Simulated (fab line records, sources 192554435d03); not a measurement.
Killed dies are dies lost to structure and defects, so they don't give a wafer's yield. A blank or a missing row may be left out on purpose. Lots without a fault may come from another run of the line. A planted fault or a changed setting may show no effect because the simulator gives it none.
Which tool did it? | flow n5_finfet | 12 lots, 36 wafers sampled, at 3 steps of a route of 1938

WHAT THE GAUGES READ, wafer by wafer
N5_BEOL_M1_INSPECT_30: inspects for defects (brightfield).
lot  | measured     | on                | raw_defect_count
L075 | day 6 13:19  | defect_inspect-02 | 469 328 465
L077 | day 7 02:31  | defect_inspect-02 | 529 533 699
L079 | day 7 14:41  | defect_inspect-02 | 430 392 332
L081 | day 8 02:22  | defect_inspect-02 | 463 398 342
L083 | day 8 09:37  | defect_inspect-02 | 598 646 455
L085 | day 9 01:27  | defect_inspect-02 | 522 348 585
L087 | day 9 11:06  | defect_inspect-01 | 431 350 454
L089 | day 9 19:29  | defect_inspect-02 | 449 587 537
L093 | day 10 19:36 | defect_inspect-01 | 487 460 404
L094 | day 11 05:33 | defect_inspect-01 | 448 653 418
L095 | day 11 11:34 | defect_inspect-02 | 425 393 589
L097 | day 12 00:01 | defect_inspect-02 | 360 386 315

WHICH TOOL RAN EACH LOT (tool, then ch and the chambers of the sampled wafers, then the start)
lot  | N5_BEOL_M0_ANNEAL_119            | N5_BEOL_M0_CMP_120
L075 | rtp_anneal-02 ch 0, day 6 07:41  | cmp-01 ch 0,1,3, day 6 08:08
L077 | rtp_anneal-01 ch 0, day 6 23:44  | cmp-04 ch 1,2, day 7 00:01
L079 | rtp_anneal-01 ch 0, day 7 10:11  | cmp-04 ch 1,2,3, day 7 10:26
L081 | rtp_anneal-01 ch 0, day 7 21:05  | cmp-04 ch 1,2,3, day 7 21:25
L083 | rtp_anneal-01 ch 0, day 8 06:27  | cmp-04 ch 2,3, day 8 06:43
L085 | rtp_anneal-02 ch 0, day 8 20:35  | cmp-04 ch 0,1,3, day 8 20:50
L087 | rtp_anneal-02 ch 0, day 9 07:46  | cmp-01 ch 2,3, day 9 08:06
L089 | rtp_anneal-01 ch 0, day 9 15:52  | cmp-04 ch 0,1, day 9 16:04
L093 | rtp_anneal-02 ch 0, day 10 16:12 | cmp-04 ch 0,1,2, day 10 16:32
L094 | rtp_anneal-01 ch 0, day 11 01:41 | cmp-02 ch 2,3, day 11 02:07
L095 | rtp_anneal-01 ch 0, day 11 06:16 | cmp-04 ch 0,1,2, day 11 06:47
L097 | rtp_anneal-02 ch 0, day 11 19:04 | cmp-04 ch 0,2,3, day 11 19:22
- N5_BEOL_M0_ANNEAL_119: time 90 s.
- N5_BEOL_M0_CMP_120: polishes, stops on SiOC, t overpolish 6.9 s.

THE ANSWER, worked out from the rows above alone
Rule: what is usual is taken from the lots themselves. Put in order of their means at a reading, lots are off if they are a third of the lots or fewer, leave a main group of 4 or more, and stand apart from it by a gap of 3 or more times the standard deviation of the main group's means; of several such gaps the widest counts. A main group whose means are all the same, to the digits that the tables above print for the reading, isn't used. A lot without any number at a reading at which 4 lots or more have one is off too. The other lots that the step has rows for count as sound.
No lot is off at any reading shown: from this, nothing can be told.

WHAT THE SIMULATOR HAD PUT IN
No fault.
